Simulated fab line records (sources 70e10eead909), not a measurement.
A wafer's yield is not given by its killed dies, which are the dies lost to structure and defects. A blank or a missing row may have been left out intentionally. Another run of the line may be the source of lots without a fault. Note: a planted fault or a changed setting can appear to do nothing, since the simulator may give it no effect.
2 desks looking at one fault | flow nand-harc | each desk holds nothing but its own numbers, with what lay behind them at the end

## FROM THE METROLOGY DESK
Means of the sampled wafers that have a number, per lot and without regard to the tool the lot ran on: this is what the gauges read. The brackets show how far a lot's mean lies from the usual mean; more than 4 standard deviations puts the lot out of limits, marked OUT.
Columns: A = thk-nm at NHARC_A_ONON_D1_THK_MEAS_08, usual 997 nm
lot  | first seen here | A
L378 | day 7 21:02     | 1005
L376 | day 7 21:05     | 1012
L381 | day 8 13:20     | 993
L389 | day 10 18:50    | 1007
L391 | day 10 18:50    | 984
L387 | day 10 18:52    | 980
L388 | day 11 05:14    | 984
L392 | day 11 19:23    | 1001
L393 | day 12 00:40    | 997
L396 | day 12 12:31    | 986
L398 | day 13 00:14    | 1001
L399 | day 13 00:34    | 995
This desk's finding: nothing out of limits on any of the 12 lots.

## TOOL OWNER'S DESK, rie-diel-12
The tool's own readings at NHARC_A_CHANNEL_HOLE_D1_ETCH_34 (etches the open film in CF4/CHF3, target depth 154 nm, time 77 s): means of the sampled wafers that have a number, for each lot that ran on this tool. The brackets show how far a lot's mean lies from the usual mean; more than 4 standard deviations puts the lot out of limits, marked OUT.
Columns: A = drypump-motor-current-A at NHARC_A_CHANNEL_HOLE_D1_ETCH_34, usual 5.6 A; B = oes-product-au at NHARC_A_CHANNEL_HOLE_D1_ETCH_34, usual 0.933 a.u.; C = rf-fwd-power-W at NHARC_A_CHANNEL_HOLE_D1_ETCH_34, usual 495.3 W; D = rf-vpp-V at NHARC_A_CHANNEL_HOLE_D1_ETCH_34, usual 370.9 V; E = showerhead-plenum-p-Torr at NHARC_A_CHANNEL_HOLE_D1_ETCH_34, usual 1.58 Torr; F = throttle-valve-pct at NHARC_A_CHANNEL_HOLE_D1_ETCH_34, usual 16.804 %
lot  | first seen here | A   | B     | C     | D     | E    | F
L378 | day 8 17:59     | 5.1 | 0.919 | 496.8 | 371.8 | 1.63 | 16.804
L381 | day 9 06:19     | 5.8 | 0.926 | 495.1 | 371.3 | 1.62 | 16.799
L387 | day 11 09:22    | 5.3 | 0.860 | 496.0 | 371.6 | 1.60 | 16.794
L398 | day 13 18:21    | 5.8 | 0.970 | 494.6 | 371.6 | 1.61 | 16.803
This desk's finding: nothing out of limits on any of the 4 lots.

## BROUGHT TOGETHER
At the metrology desk, nothing out of limits was observed.
The tool owner's desk saw nothing out of limits.

## WHAT THE SIMULATOR PUT IN
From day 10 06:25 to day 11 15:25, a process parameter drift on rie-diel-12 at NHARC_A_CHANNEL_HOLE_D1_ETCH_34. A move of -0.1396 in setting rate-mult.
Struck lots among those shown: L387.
